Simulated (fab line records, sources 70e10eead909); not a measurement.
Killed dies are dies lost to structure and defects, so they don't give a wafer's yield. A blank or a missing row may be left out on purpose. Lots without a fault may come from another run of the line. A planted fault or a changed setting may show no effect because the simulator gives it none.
One fault seen from 2 desks | flow nand_harc | each desk has only its own numbers; what lay behind them comes last

THE METROLOGY DESK
What the gauges read, lot by lot, whatever tool the lot ran on: means of the sampled wafers that have a number. A lot is out of limits, marked OUT, if its mean lies more than 4 standard deviations from the usual mean; the brackets give that distance.
Columns: A = thk_nm at NHARC_A_BONDPAD_THK_MEAS_20, usual 170.2 nm
lot  | first seen here | A
L962 | day 23 18:32    | 170.5
L963 | day 24 00:53    | 170.2
L967 | day 26 00:45    | 171.3
L968 | day 26 04:55    | 171.5
L969 | day 26 11:11    | 169.2
L972 | day 27 09:55    | 170.4
L971 | day 27 14:33    | 169.2
L974 | day 27 22:04    | 170.0
L980 | day 31 02:00    | 168.6
L981 | day 31 15:17    | 170.1
L983 | day 31 20:56    | 171.9
L984 | day 32 09:22    | 170.1
This desk's finding: nothing out of limits on any of the 12 lots.

THE TOOL OWNER'S DESK: rie_diel-01
The tool's own readings at NHARC_A_BLC_ETCH_16 (etches the open film in CF4, target depth 39 nm, time 65 s): means of the sampled wafers that have a number, for each lot that ran on this tool. A lot is out of limits, marked OUT, if its mean lies more than 4 standard deviations from the usual mean; the brackets give that distance.
Columns: A = drypump_motor_current_A at NHARC_A_BLC_ETCH_16, usual 6.0 A; B = oes_product_au at NHARC_A_BLC_ETCH_16, usual 1.005 a.u.; C = rf_vpp_V at NHARC_A_BLC_ETCH_16, usual 151.4 V; D = showerhead_plenum_p_Torr at NHARC_A_BLC_ETCH_16, usual 1.78 Torr; E = throttle_valve_pct at NHARC_A_BLC_ETCH_16, usual 13.283 %
lot  | first seen here | A   | B     | C     | D    | E
L962 | day 23 03:39    | 6.0 | 1.006 | 151.9 | 1.79 | 13.279
L963 | day 23 09:45    | 6.3 | 1.018 | 151.0 | 1.74 | 13.275
L968 | day 25 13:10    | 5.9 | 1.018 | 152.3 | 1.81 | 13.284
L969 | day 25 20:05    | 5.9 | 1.019 | 151.8 | 1.81 | 13.282
L971 | day 26 22:59    | 6.3 | 1.006 | 151.2 | 1.74 | 13.280
L974 | day 27 06:55    | 6.1 | 1.015 | 150.7 | 1.75 | 13.279
L983 | day 31 04:57    | 6.1 | 1.009 | 150.5 | 1.79 | 13.280
This desk's finding: nothing out of limits on any of the 7 lots.

PUT TOGETHER
The metrology desk saw nothing out of limits.
The tool owner's desk saw nothing out of limits.

WHAT THE SIMULATOR HAD PUT IN
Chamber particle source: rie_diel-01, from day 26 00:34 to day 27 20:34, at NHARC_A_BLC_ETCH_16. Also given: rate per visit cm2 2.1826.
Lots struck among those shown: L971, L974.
